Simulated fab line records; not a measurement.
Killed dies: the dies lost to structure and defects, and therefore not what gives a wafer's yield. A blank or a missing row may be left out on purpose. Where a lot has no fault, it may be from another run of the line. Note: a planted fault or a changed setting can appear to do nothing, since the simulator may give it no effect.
Comparing a struck lot with a sound one + flow n5 finfet + 17 steps out of a route of 1938
Sound: wafers L907.3, L907.4, L907.6. Wafers L897.2, L897.3, L897.5 were the ones struck. The cause is named last.
At each step with rows: each side's tool, then ch and its chambers, then its first start. Under that, the readings that differ: sound wafers + struck wafers + difference of the means + sigmas: that difference in standard deviations of wafers without a fault.
alike: a reading whose means differ by less than 2 such deviations, as well as words and numbers matching on both sides. not compared: withheld readings; readings where some wafer has no value; bounds like >300 that might hide an equal value; numbers whose values overlap and for which the record gives no deviation.
The two part at a step that has a row with sigmas, a row that says differs or no value, or rows on one side only. Numbers that have no deviation but don't overlap get no sigmas and don't part them. A reading missing from all wafers of one side parts the sides only when that side holds two or more wafers.

first, 2 steps without rows for these wafers: N5_BEOL_M1_PEB_09 (peb time 60 s); N5_BEOL_M1_DEVELOP_10 (develop time 30 s).
N5_BEOL_M1_CD_MEAS_11 targets a cd of 17.05 nm.
  sound on cd sem-02 ch 0, day 10 14:30; struck on cd sem-01 ch 0, day 8 01:08
  alike: cd nm
N5_BEOL_M1_OVL_MEAS_12:
  sound on overlay-01 ch 0, day 10 14:32; struck on overlay-01 ch 0, day 8 01:10
  alike: M1_OVL
N5_BEOL_M1_INSPECT_13: inspects for defects (brightfield).
  sound on defect inspect-01, day 10 14:35; struck on defect inspect-02, day 8 01:13
  alike: raw defect count
N5_BEOL_M1_DESCUM_16: chemistry O2, time 7 s.
  sound on rie diel-05 ch 0,3, day 10 14:44; struck on rie diel-03 ch 0,3, day 8 01:22
  alike: bias power w, chamber pressure mTorr, drypump motor current A, oes product au, rf vpp V, showerhead plenum p Torr, throttle valve pct
  not compared: rf hours counter h
then, 1 step without rows for these wafers: N5_BEOL_M1_ETCH_74 (etches underlayer in N2/H2, target depth 6.5 nm, time 5.2 s).
N5_BEOL_M1_ETCH_63: etches SiARC in CF4, target depth 15.6 nm, time 26 s.
  sound on rie diel-05 ch 0,3, day 10 14:47; struck on rie diel-03 ch 0,3, day 8 01:25
  alike: chamber pressure mTorr, drypump motor current A, etch rf on time s, oes product au, rf vpp V, showerhead plenum p Torr, throttle valve pct
  not compared: rf hours counter h
N5_BEOL_M1_ETCH_64: etches SOC in N2/H2, target depth 75 nm, overetch 15 nm, time 112.5 s.
  sound on rie diel-05 ch 0,3, day 10 14:49; struck on rie diel-03 ch 0,3, day 8 01:26
  alike: chamber pressure mTorr, drypump motor current A, oes product au, rf vpp V, showerhead plenum p Torr, throttle valve pct
  not compared: rf hours counter h
then, 2 steps without rows for these wafers: N5_BEOL_M1_STRIP_65 (strips in N2/H2); N5_BEOL_M1_STRIP_75 (strips in N2/H2).
N5_BEOL_M1_STRIP_66: strips in CF4.
  sound on rie diel-05 ch 0,3, day 10 14:56; struck on rie diel-03 ch 0,3, day 8 01:34
  alike: bias power w, chamber pressure mTorr, drypump motor current A, oes product au, rf vpp V, showerhead plenum p Torr, throttle valve pct
  not compared: rf hours counter h
N5_BEOL_M1_HM_OPEN_17: chemistry Cl2/BCl3, target TiN, target depth 20 nm, overetch 6 nm.
  sound on rie metal-01 ch 0,1, day 10 15:00; struck on rie metal-03 ch 1, day 8 01:37
  no value came back on the struck wafers for any of 6 readings (bcl3 flow sccm (sccm), bias w (W) and others); on the sound wafers bcl3 flow sccm (sccm) reads 21.71 21.80 21.83
| reading                                  | sound      | struck         | difference | sigmas |
|------------------------------------------|------------|----------------|------------|--------|
| model.SOC_of_BEOL_M1_COAT_61.thk nm (nm) | 52 51.6 52 | 59.8 59.8 59.8 | +7.9       |        |
  not compared: rf hours counter h
N5_BEOL_M1_STRIP_19: strips in O2.
  sound on rie diel-05 ch 2,3, day 10 15:05; struck on rie diel-04 ch 0,3, day 8 01:44
  alike: chamber pressure mTorr, drypump motor current A, oes product au, rf vpp V, showerhead plenum p Torr, throttle valve pct
  not compared: rf hours counter h
N5_BEOL_M1_CD_MEAS_18: pitch 36 nm, target cd 18 nm.
  sound on cd sem-01, day 10 15:10; struck on cd sem-03, day 8 01:48
| reading    | sound          | struck | difference                    | sigmas |
|------------|----------------|--------|-------------------------------|--------|
| cd nm (nm) | 17.9 18.3 17.7 | - - -  | no value on the struck wafers |        |
then, 1 step without rows for these wafers: N5_BEOL_M1_COAT_67 (time 60 s, resist thk 60 nm).
N5_BEOL_M4_RC_MEAS_101:
  the record has rows for the sound wafers here (prober-01 ch 0, day 12 04:46) and none for the struck ones

## WHERE THEY PART
At N5_BEOL_M1_HM_OPEN_17 first; at N5_BEOL_M4_RC_MEAS_101 last (within this record only).

WHY: what had been put in by the simulator
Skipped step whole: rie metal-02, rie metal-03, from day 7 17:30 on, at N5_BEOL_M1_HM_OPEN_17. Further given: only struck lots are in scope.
